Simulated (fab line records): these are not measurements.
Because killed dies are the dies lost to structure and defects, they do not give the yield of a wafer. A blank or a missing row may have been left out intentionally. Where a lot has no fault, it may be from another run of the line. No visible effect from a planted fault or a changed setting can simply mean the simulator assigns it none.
The same fault as seen by 2 desks :: flow nandHarc :: every desk sees just its own numbers, and what lay behind them comes last

TOOL OWNER'S DESK, lithoTrack-01
The tool's own readings at NHARC_P_GATE_PEB_24 (peb time 65 s): means of the sampled wafers that have a number, for each lot that ran on this tool. Any lot whose mean is over 4 standard deviations away from the usual mean is out of limits and marked OUT; that distance is given in the brackets.
Columns: A = heaterPowerTotalW at NHARC_P_GATE_PEB_24, usual 156.5 W
lot: L535
first seen here: day 8 23:59
A: 162.1 (+13) OUT

lot: L536
first seen here: day 9 17:52
A: 161.1 (+11) OUT

lot: L537
first seen here: day 9 19:36
A: 161.9 (+13) OUT
This desk's verdict: out of limits on L535, L536, L537, starting with L535 at day 8 23:59 (heaterPowerTotalW at NHARC_P_GATE_PEB_24). In limits: none.

AT THE METROLOGY DESK
What the gauges read, lot by lot, whatever tool the lot ran on: means of the sampled wafers that have a number. Any lot whose mean is over 4 standard deviations away from the usual mean is out of limits and marked OUT; that distance is given in the brackets.
Columns: A = cdNm at NHARC_P_GATE_CD_MEAS_26, usual 120.1 nm
lot: L525
first seen here: day 5 02:38
A: 120.7

lot: L526
first seen here: day 5 08:42
A: 119.4

lot: L529
first seen here: day 6 19:04
A: 120.1

lot: L531
first seen here: day 7 13:22
A: 119.8

lot: L535
first seen here: day 9 00:05
A: 121.8

lot: L536
first seen here: day 9 17:57
A: 122.2 (+4.2) OUT

lot: L537
first seen here: day 9 19:41
A: 121.5

lot: L540
first seen here: day 11 03:58
A: 119.8

lot: L542
first seen here: day 12 01:53
A: 120.3

lot: L544
first seen here: day 13 01:11
A: 119.7

lot: L545
first seen here: day 13 07:12
A: 120.2

lot: L546
first seen here: day 13 16:05
A: 119.8

lot: L547
first seen here: day 14 05:16
A: 119.7
This desk's verdict: out of limits on L536, starting with L536 at day 9 17:57 (cdNm at NHARC_P_GATE_CD_MEAS_26). Within limits: L525, L526, L529, L531, L535, L537, L540, L542, L544, L545, L546, L547.

ALL TOGETHER
The tool owner's desk could have raised an alarm at day 8 23:59, on L535, L536, L537.
The metrology desk could have raised an alarm at day 9 17:57, on L536.
The metrology desk has L535, L537 on record, within its limits.
Every lot named ran NHARC_P_GATE_PEB_24 on lithoTrack-01.

WHAT THE SIMULATOR PUT IN
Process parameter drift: lithoTrack-01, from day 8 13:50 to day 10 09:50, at NHARC_P_GATE_PEB_24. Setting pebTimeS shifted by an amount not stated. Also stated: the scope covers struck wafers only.
Struck lots among those shown: L535, L536, L537.
Delay (hours) between the fault's onset and each desk's first out-of-limits reading: 10 at the tool owner's desk, 28 at the metrology desk.
